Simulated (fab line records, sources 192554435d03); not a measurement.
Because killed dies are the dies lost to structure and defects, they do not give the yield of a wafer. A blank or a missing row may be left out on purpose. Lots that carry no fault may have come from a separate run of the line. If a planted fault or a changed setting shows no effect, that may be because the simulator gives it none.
Struck lot and sound lot, side by side | flow n5 finfet | 15 steps out of a route of 1938
Sound: these wafers, L126.1, L126.2, L126.6. Struck: wafer L127.4 (left out: L127.5, a lot-mate that was not struck); the cause follows at the end.
Each step with rows lists, per side, the tool, then ch with its chambers, then its first start. Under that, the readings that differ: sound wafers | struck wafers | difference of the means | sigmas: that difference in standard deviations of wafers without a fault.
alike: readings whose means differ by less than 2 such deviations, and words and numbers that are the same on both sides. not compared: withheld readings, readings that some wafer has no value for, bounds like >300 that may hide the same value, and numbers for which the record gives no deviation and whose values overlap.
A row with sigmas, a row that says differs or no value, or rows on one side alone: a step with any of these is where the two part. Numbers that have no deviation but don't overlap get no sigmas and don't part them. Lack of a reading on every wafer of one side parts them only where that side has two or more wafers.

first, 1 step without rows for these wafers: N5_BEOL_M5_SPUTTER_83 (material Cu, target thk 15 nm, time 27.62 s).
N5_BEOL_M5_ANNEAL_84: time 1800 s.
  sound: pvd sputter-03 at day 12 09:05; struck: pvd sputter-02 at day 12 04:28
  alike: heater power w
then, 1 step without rows for these wafers: N5_BEOL_M5_SPUTTER_88 (material Cu, target thk 15 nm, time 27.62 s).
N5_BEOL_M5_ANNEAL_89: time 1800 s.
  sound: pvd sputter-03 at day 12 10:11; struck: pvd sputter-02 at day 12 05:32
  alike: heater power w
N5_BEOL_M5_SPUTTER_90: material Cu, target thk 4.5 nm, time 8.29 s.
  sound: pvd sputter-03 at day 12 11:11; struck: pvd sputter-02 at day 12 06:33
  alike: chuck sensor temp C, throttle valve pct
then, 2 steps without rows for these wafers: N5_BEOL_M5_ECD_50 (material Cu, target thk 300 nm); N5_BEOL_M5_ANNEAL_51 (time 90 s).
N5_BEOL_M5_CMP_52: polishes, stops on SiCOH lowk, t overpolish 6.9 s, target thk 62 nm.
  sound on cmp-01 ch 0,2, day 12 11:44; struck on cmp-04 ch 2, day 12 07:10
  alike: barrier field endpoint s, clearing platen down force psi, clearing platen rpm, motor current A, overpolish run s, time to endpoint s
N5_BEOL_M5_THK_MEAS_53: measures by xrf.
  sound: film metro-01 at day 12 11:59; struck: film metro-01 at day 12 07:23
  alike: M5_THK
then, 1 step without rows for these wafers: N5_BEOL_M5_PRE_CLEAN_77 (time 15 s).
N5_BEOL_M5_CO_CAP_78: material Co, precursor CCTBA/H2, target thk 2 nm, time 102.1 s.
  sound on cvd co-02 ch 0,2, day 12 12:04; struck on cvd co-02 ch 0, day 12 07:29
  alike: heater power w
then, 1 step without rows for these wafers: N5_BEOL_M5_PRE_CLEAN_55 (time 15 s).
N5_BEOL_M5_DEP_56: deposits SiCN from 3MS/NH3, target thk 8 nm, time 14 s.
  sound on pecvd-02 ch 0,2, day 12 12:11; struck on pecvd-04 ch 2, day 12 07:35
  reading                                  | sound       | struck | difference | sigmas
  throttle valve pct (%)                   | 8.8 8.7 8.4 | 9.5    | +0.9       | +2
  model.SiCN_of_BEOL_M5_DEP_56.thk nm (nm) | 8 7.8 8     | 10.8   | +2.9       |
  alike: showerhead plenum p Torr
N5_BEOL_M5_RS_MEAS_57: measures by four-point-probe.
  sound: film metro-02 at day 12 12:15; struck: film metro-01 at day 12 07:38
  alike: M5_RS
N5_PASSIVATION_PROBE_49:
  rows exist in the record for the sound wafers here (prober-02, day 16 07:22), none for the struck ones

== WHERE THEY PART ==
At N5_BEOL_M5_DEP_56 first; at N5_PASSIVATION_PROBE_49 last (within this record only).

WHY: whatever the simulator had introduced
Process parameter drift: pecvd-04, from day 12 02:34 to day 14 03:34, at N5_BEOL_M5_DEP_56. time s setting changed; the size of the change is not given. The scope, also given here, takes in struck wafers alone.
